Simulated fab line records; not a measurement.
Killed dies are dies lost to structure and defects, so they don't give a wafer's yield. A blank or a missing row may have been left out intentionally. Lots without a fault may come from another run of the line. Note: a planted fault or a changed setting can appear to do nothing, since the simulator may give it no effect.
Chamber matching -- flow nand-harc -- NHARC_P_M2_CMP_23 on cmp-04 has 4 sister chambers
The step polishes, t overpolish 20 s, target thk 144.3 nm. 4 wafers are shown with their chamber, then 9 later ones without.

EACH WAFER AND ITS CHAMBER
wafer,chamber,motor-current-A (A)
L091.5,2,13.7
L093.1,1,11.3
L093.2,0,11.6
L093.5,3,12.4

WAFERS MISSING THEIR CHAMBER
wafer,motor-current-A (A)
L095.1,14.3
L095.2,12.2
L095.4,11.5
L096.2,14.4
L096.4,11.7
L096.6,14.1
L097.3,11.8
L097.4,11.8
L097.5,11.7

WHICH CHAMBER EACH ONE RAN IN
wafer,from the rows above,in truth
L095.1,2,2
L095.2,can't be placed: 3 or 0 or 1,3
L095.4,can't be placed: 0 or 1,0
L096.2,2,2
L096.4,can't be placed: 0 or 1 or 3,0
L096.6,2,2
L097.3,can't be placed: 0 or 1 or 3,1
L097.4,can't be placed: 0 or 1 or 3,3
L097.5,can't be placed: 0 or 1 or 3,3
3 of 9 placed correctly. Unplaceable from these rows: 6, with the true chamber sitting among the candidates in 6. Number placed wrongly: 0.
How it was worked out, from the rows above alone: a wafer's distance from a chamber is the root of the sum, over the readings, of the square of ((its reading less the chamber's mean) divided by the reading's scatter). The wafer belongs to the nearest chamber; if the next one is less than 2 further off, it can't be placed. A chamber's mean is the mean of its shown wafers. The scatter (one wafer shown for each chamber): square how far every hidden wafer sits from the nearest shown wafer, average those squares and take the square root.
